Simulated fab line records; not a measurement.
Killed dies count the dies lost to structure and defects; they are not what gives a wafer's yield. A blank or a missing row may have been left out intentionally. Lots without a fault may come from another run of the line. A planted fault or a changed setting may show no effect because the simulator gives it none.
Chamber matching ; flow nand-harc ; NHARC_A_M0_ETCH_34 on rie-diel-01 has 4 sister chambers
The step etches the open film in N2/H2, target depth 40 nm, overetch 12 nm, time 43.94 s. 7 wafers are shown with their chamber, then 8 later ones without.

== WAFERS WITH THEIR CHAMBER ==
wafer;chamber;rf-vpp-V (V);oes-product-au (a.u.)
L844.5;3;434.7;1.020
L843.2;1;427.3;0.997
L843.4;0;426.6;0.988
L846.1;1;429.0;0.996
L846.3;0;425.9;0.990
L846.4;2;435.1;0.994
L845.1;2;433.8;1.005

== WAFERS WHOSE CHAMBER IS MISSING ==
wafer;rf-vpp-V (V);oes-product-au (a.u.)
L845.2;433.8;1.017
L845.5;435.4;0.984
L847.1;427.8;0.988
L847.2;433.2;1.007
L847.6;435.9;0.996
L850.1;433.4;0.993
L850.4;425.9;0.998
L850.6;435.0;0.998

== CHAMBER TAKEN BY EACH ==
wafer;from the rows above;in truth
L845.2;3;3
L845.5;2;2
L847.1;can't be placed: 0 or 1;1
L847.2;can't be placed: 2 or 3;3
L847.6;2;2
L850.1;2;2
L850.4;can't be placed: 0 or 1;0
L850.6;2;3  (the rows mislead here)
Correct placement for 4 of the 8. Can't be placed from these rows: 3 (the true chamber is among the candidates in 3). Number placed wrongly: 1.
How it was worked out, from the rows above alone: a wafer's distance from a chamber is the root of the sum, over the readings, of the square of ((its reading less the chamber's mean) divided by the reading's scatter). If the next closest chamber is less than 2 further off than the closest, the wafer can't be placed; otherwise it belongs to the closest. The mean given for a chamber averages the wafers shown for that chamber. The scatter: the root of (the sum of the squares of (reading less its chamber's mean) over the shown wafers, divided by (wafers less chambers)).
